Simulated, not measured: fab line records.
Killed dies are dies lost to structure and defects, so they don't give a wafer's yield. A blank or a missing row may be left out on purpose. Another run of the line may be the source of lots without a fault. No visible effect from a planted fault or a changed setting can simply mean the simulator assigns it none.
fab line records	flow nand_harc
record lots=24	wafers=72	last_day=34
route steps=1302 shown P_M1@316 P_M2@333 P_BONDPAD@351
lots that met no fault: taken from a fault-free run of the same line
start_h: hours from the record's opening day to when the first of the lot's shown wafers began	wait_h: time in hours since the lot's previous step	" same as the row above	L1.1+2: one row covering several wafers at once	- no value present, or no start provided	* or withheld: withheld	< > ~ a bound
route shown NAME@n: NAME is a module with steps in the file, n the number in the route of the first one	usual: mean/standard deviation taken from wafers without a fault	same: alike in all rows	chamber/n: place in a boat	sites: each site's reading	_std_site: how widely they spread, as a standard deviation	_edge_site: outer sites' mean less inner sites'	radius_mm: how far each site lies from the wafer's centre	mask NAME#n: copy n	behind: the last tool/chamber to shape the wafer	hold: reason for holding the lot/hours on hold/outcome of the hold	device: the transistor (n, p or np) that didn't switch	end of line: tests run on the same wafers once the route is complete	a step without rows: its recipe alone	killed: the dies lost at the first sort to structure and to defects; this is not the yield of the wafer	map: the dies of a wafer, with x for killed, . for not killed, _ for no die there
set.NAME: the run value of the setting; set.NAME@STEP: its run value at that earlier step	model.NAME: the simulator's own value behind a step, which no gauge read
steps of the route over a sample of lots; a table a step, a row a wafer
services: when a tool's chamber went out of use (start_h, in hours from the record's first day, below 0 if earlier), for how many hours, and the reason
## steps
# step NHARC_P_M1_PRE_CLEAN_32
# recipe time_s=12	temp_c=370	rf_power_w=300	gas=NH3
# usual heater_power_w=656/77
lot.wafer	tool	chamber	start_h	wait_h	heater_power_w
L075.3	pecvd-02	0	136.60	0.1	575
L075.2	"	1	"	"	735
L075.6	"	2	"	"	633
L074.2	pecvd-02	0	137.45	0.1	598
L074.4	"	2	"	"	637
L074.5	"	0	"	"	583
L076.2	pecvd-01	2	150.54	0.1	777
L076.1	"	0	"	"	686
L076.3	"	1	"	"	599
L077.1	pecvd-02	0	168.62	0.1	619
L077.5	"	2	"	"	620
L077.4	"	0	"	"	602
L078.2	pecvd-01	0	171.45	0.1	719
L078.4	"	2	"	"	702
L078.6	"	1	"	"	542
L079.1	pecvd-01	2	180.73	0.1	735
L079.2	"	0	"	"	727
L079.4	"	1	"	"	599
L080.2	pecvd-02	0	189.99	0.1	671
L080.1	"	2	"	"	589
L080.6	"	0	"	"	661
L081.3	pecvd-01	0	194.55	0.1	687
L081.1	"	2	"	"	778
L081.4	"	2	"	"	778
L082.4	pecvd-03	2	208.01	0.1	577
L082.6	"	0	"	"	757
L082.5	"	1	"	"	539
L083.3	pecvd-01	0	213.85	0.1	723
L083.5	"	1	"	"	528
L083.6	"	0	"	"	718
L084.2	pecvd-01	0	227.84	0.1	739
L084.6	"	0	"	"	768
L084.5	"	2	"	"	655
L085.3	pecvd-01	1	234.63	0.1	622
L085.5	"	2	"	"	699
L085.4	"	0	"	"	739
L086.1	pecvd-01	2	257.94	0.1	752
L086.3	"	1	"	"	606
L086.6	"	2	"	"	735
L087.1	pecvd-01	1	274.11	0.1	508
L087.3	"	0	"	"	644
L087.5	"	2	"	"	668
L088.1	pecvd-02	0	274.77	0.1	670
L088.3	"	1	"	"	658
L088.4	"	0	"	"	655
L089.3	pecvd-01	1	285.70	0.1	627
L089.2	"	2	"	"	720
L089.4	"	1	"	"	598
L090.2	pecvd-01	2	295.74	0.1	730
L090.1	"	0	"	"	619
L090.6	"	2	"	"	731
L091.2	pecvd-01	2	308.78	0.1	766
L091.4	"	0	"	"	632
L091.5	"	2	"	"	752
L092.1	pecvd-03	2	317.48	0.1	677
L092.2	"	0	"	"	731
L092.4	"	0	"	"	724
L093.3	pecvd-03	1	324.14	0.2	490
L093.4	"	0	"	"	686
L093.5	"	1	"	"	489
L094.1	pecvd-03	2	327.86	0.1	685
L094.3	"	0	"	"	738
L094.4	"	1	"	"	497
L095.6	pecvd-01	0	339.47	0.1	765
L095.4	"	1	"	"	647
L095.5	"	2	"	"	786
L096.2	pecvd-01	1	349.05	0.1	665
L096.1	"	2	"	"	768
L096.5	"	0	"	"	741
L097.2	pecvd-02	2	353.90	0.1	623
L097.4	"	1	"	"	678
L097.6	"	0	"	"	653
# step NHARC_P_M1_DEP_33
# recipe target_thk_a=300	temp_c=370	target_thk_nm=30	pressure_torr=3	flow_sccm=200	rf_w=450	material=SiCN
# usual heater_power_w=607/73
lot.wafer	tool	chamber	start_h	wait_h	heater_power_w
L075.3	pecvd-02	0	136.68	0.1	536
L075.2	"	1	"	"	596
L075.6	"	2	"	"	555
L074.2	pecvd-02	0	137.59	0.1	572
L074.4	"	2	"	"	511
L074.5	"	0	"	"	570
L076.2	pecvd-01	2	150.62	0.1	718
L076.1	"	0	"	"	627
L076.3	"	1	"	"	496
L077.1	pecvd-02	0	168.73	0.1	629
L077.5	"	2	"	"	590
L077.4	"	0	"	"	630
L078.2	pecvd-01	0	171.56	0.1	641
L078.4	"	2	"	"	604
L078.6	"	1	"	"	523
L079.1	pecvd-01	2	180.84	0.1	718
L079.2	"	0	"	"	701
L079.4	"	1	"	"	526
L080.2	pecvd-02	0	190.11	0.1	571
L080.1	"	2	"	"	574
L080.6	"	0	"	"	580
L081.3	pecvd-01	0	194.63	0.1	671
L081.1	"	2	"	"	673
L081.4	"	2	"	"	678
L082.4	pecvd-03	2	208.18	0.2	635
L082.6	"	0	"	"	612
L082.5	"	1	"	"	443
L083.3	pecvd-01	0	214.10	0.2	629
L083.5	"	1	"	"	557
L083.6	"	0	"	"	635
L084.2	pecvd-01	0	227.92	0.1	697
L084.6	"	0	"	"	680
L084.5	"	2	"	"	670
L085.3	pecvd-01	1	234.71	0.1	553
L085.5	"	2	"	"	744
L085.4	"	0	"	"	596
L086.1	pecvd-01	2	258.02	0.1	661
L086.3	"	1	"	"	519
L086.6	"	2	"	"	669
L087.1	pecvd-01	1	274.19	0.1	556
L087.3	"	0	"	"	633
L087.5	"	2	"	"	634
L088.1	pecvd-02	0	274.85	0.1	580
L088.3	"	1	"	"	542
L088.4	"	0	"	"	565
L089.3	pecvd-01	1	285.78	0.1	471
L089.2	"	2	"	"	691
L089.4	"	1	"	"	482
L090.2	pecvd-01	2	295.85	0.1	738
L090.1	"	0	"	"	643
L090.6	"	2	"	"	720
L091.2	pecvd-01	2	308.92	0.1	633
L091.4	"	0	"	"	654
L091.5	"	2	"	"	612
L092.1	pecvd-03	2	317.59	0.1	587
L092.2	"	0	"	"	694
L092.4	"	0	"	"	692
L093.3	pecvd-03	1	324.25	0.1	503
L093.4	"	0	"	"	685
L093.5	"	1	"	"	488
L094.1	pecvd-03	2	327.94	0.1	572
L094.3	"	0	"	"	670
L094.4	"	1	"	"	448
L095.6	pecvd-01	0	339.64	0.2	709
L095.4	"	1	"	"	657
L095.5	"	2	"	"	739
L096.2	pecvd-01	1	349.13	0.1	627
L096.1	"	2	"	"	726
L096.5	"	0	"	"	639
L097.2	pecvd-02	2	354.01	0.1	571
L097.4	"	1	"	"	542
L097.6	"	0	"	"	609
# step NHARC_P_M2_ETCH_15
# recipe target_depth_a=1825	time_s=91.2	c4f8_flow_sccm=withheld	ar_flow_sccm=400	rf_w=600	bias_w=300	chemistry=C4F8/Ar
# usual chamber_pressure_mTorr=25.001/0.02	oes_product_au=0.940/0.021	rf_vpp_V=440/3.1
lot.wafer	tool	chamber	start_h	wait_h	chamber_pressure_mTorr	oes_product_au	rf_hours_counter_h	rf_vpp_V
L075.2	rie_diel-01	3	-	-	24.988	0.930	4.3	444
L075.3	"	0	"	"	25.004	0.937	4.6	443
L075.6	"	3	"	"	24.995	0.942	-	443
L074.2	rie_diel-01	0	-	-	25.016	0.942	4.7	443
L074.5	"	2	"	"	25.048	0.913	-	440
L074.4	"	0	"	"	25.034	0.933	-	443
L076.3	rie_diel-01	1	-	-	25.014	0.944	4.2	443
L076.2	"	2	"	"	25.020	0.920	3.8	441
L076.1	"	0	"	"	24.993	0.940	4.9	445
L077.1	rie_diel-01	1	-	-	24.996	0.941	4.6	443
L077.4	"	3	"	"	25.022	0.930	-	443
L077.5	"	0	"	"	25.011	0.931	-	444
L078.4	rie_diel-08	3	-	-	24.979	0.940	6.4	436
L078.2	"	2	"	"	25.008	0.939	6.3	440
L078.6	"	0	"	"	24.969	0.943	-	436
L079.4	rie_diel-13	2	-	-	24.974	0.957	0.7	437
L079.1	"	3	"	"	24.987	0.952	0.7	437
L079.2	"	0	"	"	25.014	0.985	0.6	439
L080.2	rie_diel-13	3	-	-	25.050	0.918	0.8	437
L080.1	"	2	"	"	25.007	0.946	0.8	435
L080.6	"	3	"	"	25.006	0.921	-	437
L081.4	rie_diel-08	3	-	-	25.007	0.972	0.0	437
L081.3	"	1	"	"	24.991	1.005	0.0	437
L081.1	"	2	"	"	25.006	0.996	0.0	441
L082.4	rie_diel-08	2	-	-	25.015	0.960	0.4	441
L082.5	"	2	"	"	25.015	0.960	-	441
L082.6	"	3	"	"	25.016	0.987	-	436
L083.3	rie_diel-08	2	-	-	24.989	0.972	1.0	443
L083.6	"	0	"	"	25.006	0.950	-	436
L083.5	"	1	"	"	24.988	0.976	-	437
L084.2	rie_diel-08	2	-	-	24.982	0.956	1.7	443
L084.5	"	2	"	"	24.993	0.944	-	442
L084.6	"	3	"	"	25.040	0.979	-	438
L085.3	rie_diel-08	3	-	-	25.000	0.951	1.5	435
L085.4	"	2	"	"	24.974	0.940	1.8	442
L085.5	"	0	"	"	25.049	0.965	-	436
L086.1	rie_diel-13	0	-	-	25.025	0.931	4.0	439
L086.3	"	3	"	"	24.987	0.919	4.6	437
L086.6	"	0	"	"	25.003	0.931	-	440
L087.3	rie_diel-01	0	-	-	24.996	0.937	3.7	444
L087.1	"	2	"	"	24.987	0.919	3.3	441
L087.5	"	0	"	"	25.024	0.929	-	443
L088.4	rie_diel-08	2	-	-	25.001	0.940	3.2	442
L088.1	"	3	"	"	25.023	0.975	2.8	438
L088.3	"	1	"	"	24.989	0.956	3.5	436
L089.2	rie_diel-13	3	-	-	25.014	0.917	7.1	438
L089.4	"	0	"	"	25.007	0.916	6.8	438
L089.3	"	1	"	"	24.994	0.920	5.9	437
L090.2	rie_diel-01	1	-	-	24.979	0.921	4.8	442
L090.1	"	2	"	"	25.046	0.936	4.9	441
L090.6	"	3	"	"	25.001	0.911	-	443
L091.4	rie_diel-01	1	-	-	24.981	0.936	5.9	442
L091.2	"	2	"	"	24.984	0.950	5.6	440
L091.5	"	0	"	"	24.985	0.943	-	444
L092.1	rie_diel-08	2	-	-	25.032	0.908	5.2	442
L092.2	"	0	"	"	24.997	0.916	5.6	437
L092.4	"	1	"	"	25.001	0.918	5.8	437
L093.3	rie_diel-13	3	-	-	24.953	0.914	10.0	434
L093.4	"	0	"	"	25.012	0.928	10.1	438
L093.5	"	2	"	"	25.008	0.924	-	437
L094.1	rie_diel-13	0	-	-	25.045	0.920	10.1	438
L094.4	"	1	"	"	24.962	0.942	8.5	436
L094.3	"	2	"	"	25.004	0.910	9.1	436
L095.4	rie_diel-08	3	-	-	25.022	0.928	8.4	437
L095.6	"	3	"	"	24.982	0.926	-	438
L095.5	"	0	"	"	24.975	0.935	-	437
L096.1	rie_diel-01	2	-	-	24.984	0.919	8.4	440
L096.2	"	0	"	"	24.974	0.944	8.2	443
L096.5	"	2	"	"	25.017	0.927	-	440
L097.2	rie_diel-01	3	-	-	25.008	0.921	8.6	445
L097.4	"	0	"	"	24.992	0.950	8.3	443
L097.6	"	2	"	"	25.006	0.929	-	441
# step NHARC_P_M2_INSPECT_27
# usual raw_defect_count=331/130
lot.wafer	tool	chamber	start_h	wait_h	raw_defect_count
L075.2	defect_inspect-01	-	140.77	0.0	257
L075.3	"	-	"	"	234
L075.6	"	-	"	"	315
L074.2	defect_inspect-02	-	141.54	0.0	234
L074.4	"	-	"	"	498
L074.5	"	-	"	"	335
L076.1	defect_inspect-02	-	154.67	0.0	156
L076.2	"	-	"	"	266
L076.3	"	-	"	"	187
L077.1	defect_inspect-01	-	172.62	0.0	243
L077.4	"	-	"	"	152
L077.5	"	-	"	"	172
L078.2	defect_inspect-02	-	175.38	0.0	345
L078.4	"	-	"	"	228
L078.6	"	-	"	"	232
L079.1	defect_inspect-01	-	184.79	0.0	378
L079.2	"	-	"	"	305
L079.4	"	-	"	"	386
L080.1	defect_inspect-02	-	194.49	0.0	365
L080.2	"	-	"	"	322
L080.6	"	-	"	"	331
L081.1	defect_inspect-02	-	203.04	0.0	366
L081.3	"	-	"	"	171
L081.4	"	-	"	"	249
L082.4	defect_inspect-02	-	212.08	0.0	391
L082.5	"	-	"	"	274
L082.6	"	-	"	"	158
L083.3	defect_inspect-01	-	218.20	0.0	229
L083.5	"	-	"	"	313
L083.6	"	-	"	"	314
L084.2	defect_inspect-02	-	231.93	0.0	219
L084.5	"	-	"	"	379
L084.6	"	-	"	"	297
L085.3	defect_inspect-01	-	238.71	0.0	308
L085.4	"	-	"	"	416
L085.5	"	-	"	"	484
L086.1	defect_inspect-01	-	262.01	0.0	456
L086.3	"	-	"	"	216
L086.6	"	-	"	"	321
L087.1	defect_inspect-02	-	278.20	0.0	322
L087.3	"	-	"	"	315
L087.5	"	-	"	"	226
L088.1	defect_inspect-02	-	278.90	0.0	386
L088.3	"	-	"	"	506
L088.4	"	-	"	"	686
L089.2	defect_inspect-01	-	289.81	0.0	454
L089.3	"	-	"	"	228
L089.4	"	-	"	"	235
L090.1	defect_inspect-01	-	299.81	0.0	425
L090.2	"	-	"	"	525
L090.6	"	-	"	"	640
L091.2	defect_inspect-01	-	313.32	0.0	507
L091.4	"	-	"	"	620
L091.5	"	-	"	"	364
L092.1	defect_inspect-02	-	321.44	0.0	251
L092.2	"	-	"	"	243
L092.4	"	-	"	"	396
L093.3	defect_inspect-02	-	328.24	0.0	290
L093.4	"	-	"	"	315
L093.5	"	-	"	"	165
L094.1	defect_inspect-01	-	331.95	0.0	208
L094.3	"	-	"	"	378
L094.4	"	-	"	"	296
L095.4	defect_inspect-02	-	343.56	0.0	389
L095.5	"	-	"	"	318
L095.6	"	-	"	"	328
L096.1	defect_inspect-02	-	353.17	0.0	163
L096.2	"	-	"	"	207
L096.5	"	-	"	"	181
L097.2	defect_inspect-02	-	358.17	0.0	639
L097.4	"	-	"	"	355
L097.6	"	-	"	"	317
# step NHARC_P_M2_DEP_33
# recipe target_thk_a=300	temp_c=370	target_thk_nm=30	pressure_torr=3	flow_sccm=200	rf_w=450	material=SiCN
# usual heater_power_w=607/84
lot.wafer	tool	chamber	start_h	wait_h	heater_power_w
L075.2	pecvd-03	0	140.91	0.1	647
L075.3	"	2	"	"	579
L075.6	"	2	"	"	574
L074.2	pecvd-03	2	141.73	0.1	700
L074.5	"	1	"	"	428
L074.4	"	2	"	"	704
L076.2	pecvd-03	2	154.81	0.1	654
L076.3	"	0	"	"	607
L076.1	"	1	"	"	433
L077.1	pecvd-01	2	172.85	0.1	679
L077.5	"	0	"	"	684
L077.4	"	1	"	"	461
L078.2	pecvd-01	2	175.53	0.1	704
L078.4	"	2	"	"	698
L078.6	"	0	"	"	655
L079.1	pecvd-01	2	184.99	0.1	631
L079.2	"	0	"	"	632
L079.4	"	1	"	"	556
L080.1	pecvd-02	0	194.82	0.1	577
L080.2	"	2	"	"	554
L080.6	"	0	"	"	588
L081.3	pecvd-01	2	203.19	0.1	685
L081.1	"	0	"	"	696
L081.4	"	0	"	"	684
L082.4	pecvd-01	2	212.35	0.2	727
L082.5	"	0	"	"	693
L082.6	"	1	"	"	537
L083.3	pecvd-01	2	218.39	0.1	602
L083.5	"	1	"	"	527
L083.6	"	2	"	"	602
L084.2	pecvd-01	1	232.12	0.1	509
L084.5	"	1	"	"	525
L084.6	"	2	"	"	655
L085.3	pecvd-03	1	238.94	0.1	463
L085.5	"	2	"	"	628
L085.4	"	0	"	"	671
L086.3	pecvd-02	2	262.16	0.1	581
L086.1	"	0	"	"	635
L086.6	"	0	"	"	629
L087.1	pecvd-03	0	278.39	0.1	641
L087.3	"	1	"	"	420
L087.5	"	1	"	"	430
L088.1	pecvd-02	0	279.09	0.1	649
L088.3	"	1	"	"	652
L088.4	"	1	"	"	648
L089.3	pecvd-01	1	290.01	0.1	568
L089.2	"	2	"	"	611
L089.4	"	1	"	"	563
L090.2	pecvd-01	2	300.00	0.1	711
L090.1	"	0	"	"	634
L090.6	"	1	"	"	554
L091.2	pecvd-03	1	313.55	0.1	503
L091.4	"	2	"	"	619
L091.5	"	0	"	"	730
L092.2	pecvd-02	0	321.59	0.1	571
L092.1	"	2	"	"	537
L092.4	"	0	"	"	577
L093.3	pecvd-01	2	328.39	0.1	739
L093.4	"	0	"	"	736
L093.5	"	1	"	"	548
L094.3	pecvd-03	0	332.14	0.1	656
L094.1	"	1	"	"	441
L094.4	"	1	"	"	448
L095.5	pecvd-02	2	343.83	0.2	483
L095.4	"	0	"	"	632
L095.6	"	1	"	"	618
L096.2	pecvd-01	1	353.32	0.1	649
L096.1	"	2	"	"	736
L096.5	"	2	"	"	742
L097.2	pecvd-01	0	358.41	0.1	739
L097.4	"	1	"	"	533
L097.6	"	0	"	"	723
# step NHARC_P_BONDPAD_DEP_00
# recipe target_thk_a=2500	temp_c=370	target_thk_nm=250	pressure_torr=3	flow_sccm=200	rf_w=450	material=SiCN
# usual heater_power_w=592/83
lot.wafer	tool	chamber	start_h	wait_h	heater_power_w
L075.2	pecvd-03	1	-	-	470
L075.3	"	0	"	"	653
L075.6	"	1	"	"	466
L074.2	pecvd-02	2	142.20	-	554
L074.5	"	0	"	"	613
L074.4	"	1	"	"	550
L076.2	pecvd-02	2	155.23	-	585
L076.1	"	0	"	"	583
L076.3	"	1	"	"	528
L077.1	pecvd-01	2	-	-	664
L077.5	"	1	"	"	545
L077.4	"	2	"	"	682
L078.2	pecvd-03	0	176.04	-	659
L078.6	"	1	"	"	513
L078.4	"	0	"	"	670
L079.1	pecvd-02	0	185.35	-	616
L079.2	"	1	"	"	658
L079.4	"	1	"	"	634
L080.2	pecvd-01	2	195.49	0.5	642
L080.1	"	1	"	"	557
L080.6	"	1	"	"	551
L081.1	pecvd-01	2	-	-	718
L081.3	"	1	"	"	489
L081.4	"	1	"	"	493
L082.5	pecvd-03	1	212.78	-	466
L082.4	"	2	"	"	622
L082.6	"	0	"	"	716
L083.3	pecvd-02	0	218.83	-	584
L083.6	"	2	"	"	556
L083.5	"	0	"	"	618
L084.2	pecvd-03	1	232.49	-	509
L084.5	"	1	"	"	393
L084.6	"	0	"	"	590
L085.3	pecvd-01	2	239.27	-	665
L085.5	"	2	"	"	682
L085.4	"	0	"	"	563
L086.1	pecvd-01	0	262.62	-	672
L086.3	"	1	"	"	559
L086.6	"	0	"	"	673
L087.3	pecvd-01	0	278.81	-	650
L087.1	"	1	"	"	457
L087.5	"	2	"	"	601
L088.1	pecvd-03	2	279.48	-	585
L088.3	"	0	"	"	639
L088.4	"	2	"	"	593
L089.2	pecvd-03	1	290.38	-	468
L089.4	"	1	"	"	470
L089.3	"	0	"	"	595
L090.1	pecvd-03	1	300.37	-	451
L090.2	"	0	"	"	667
L090.6	"	0	"	"	658
L091.2	pecvd-02	0	313.94	-	566
L091.4	"	0	"	"	585
L091.5	"	1	"	"	554
L092.2	pecvd-03	2	322.00	-	627
L092.1	"	1	"	"	491
L092.4	"	0	"	"	644
L093.3	pecvd-03	2	328.89	-	651
L093.5	"	0	"	"	675
L093.4	"	1	"	"	485
L094.1	pecvd-02	0	332.51	-	638
L094.3	"	2	"	"	576
L094.4	"	1	"	"	623
L095.6	pecvd-03	1	344.26	-	438
L095.4	"	2	"	"	574
L095.5	"	0	"	"	737
L096.1	pecvd-03	0	353.79	-	731
L096.2	"	1	"	"	484
L096.5	"	2	"	"	613
L097.2	pecvd-02	1	358.74	-	605
L097.4	"	1	"	"	609
L097.6	"	2	"	"	547
## services
tool	chamber	start_h	hours	kind
pecvd-01	-	130.02	13.0	pm
rie_diel-01	3	138.43	21.0	repair
rie_diel-01	2	154.09	8.1	repair
pecvd-01	-	158.85	11.0	repair
rie_diel-01	2	164.48	16.5	repair
rie_diel-13	-	165.12	9.0	pm
pecvd-02	2	170.46	19.1	repair
pecvd-03	-	185.00	13.0	pm
pecvd-02	1	188.41	27.7	repair
rie_diel-08	-	190.86	9.0	pm
rie_diel-01	-	203.80	9.0	pm
rie_diel-13	2	205.79	3.4	repair
pecvd-01	2	212.47	5.8	repair
pecvd-03	-	220.38	0.5	repair
pecvd-02	-	227.18	13.0	pm
rie_diel-08	2	237.88	5.5	repair
rie_diel-08	1	263.68	9.3	repair
pecvd-03	2	287.08	8.3	repair
pecvd-01	-	290.25	0.8	repair
rie_diel-08	-	296.39	1.1	repair
pecvd-02	-	303.88	1.7	repair
pecvd-01	-	311.06	13.0	pm
rie_diel-01	-	316.09	0.9	repair
pecvd-03	1	348.42	4.6	repair
## key
fault none
